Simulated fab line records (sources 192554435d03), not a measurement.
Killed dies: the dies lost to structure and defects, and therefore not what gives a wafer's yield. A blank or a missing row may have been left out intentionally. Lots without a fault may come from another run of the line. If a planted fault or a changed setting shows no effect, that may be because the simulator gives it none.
Chamber matching ; flow n5-finfet ; 3 sister chambers for N5_BEOL_M6_CURE_74 on uv-cure-03
The step cures SiCOH lowk, time 240 s. 3 wafers are shown with their chamber, then 10 later ones without.

## WAFERS, EACH WITH ITS CHAMBER
wafer;chamber;wafer_temp_C_max
L086.4;0;385.9
L092.6;1;387.1
L093.2;2;386.5

## WAFERS MISSING THEIR CHAMBER
wafer;wafer_temp_C_max
L093.4;386.9
L095.1;387.0
L095.4;387.6
L095.5;386.8
L095.2;387.0
L095.3;387.2
L095.6;386.8
L097.1;386.6
L097.5;386.3
L097.6;386.7

## CHAMBER TAKEN BY EACH
wafer;from the rows above;in truth
L093.4;can't be placed: 1 or 2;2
L095.1;can't be placed: 1 or 2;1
L095.4;1;1
L095.5;can't be placed: 1 or 2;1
L095.2;can't be placed: 1 or 2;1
L095.3;1;1
L095.6;can't be placed: 1 or 2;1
L097.1;can't be placed: 2 or 1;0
L097.5;can't be placed: 2 or 0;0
L097.6;can't be placed: 2 or 1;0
Placed correctly: 2 of 10. From these rows, 8 cannot be placed; in 6 the true chamber is one of the candidates. 0 placed wrongly.
How it was worked out, from the rows above alone: a wafer's distance from a chamber is the root of the sum, over the readings, of the square of ((its reading less the chamber's mean) divided by the reading's scatter). The wafer belongs to the nearest chamber; if the next one is less than 2 further off, it can't be placed. For every chamber, the mean is computed from those of its wafers that are shown. The scatter: root of mean squared gap, hidden wafer to nearest shown wafer, with one shown wafer a chamber.
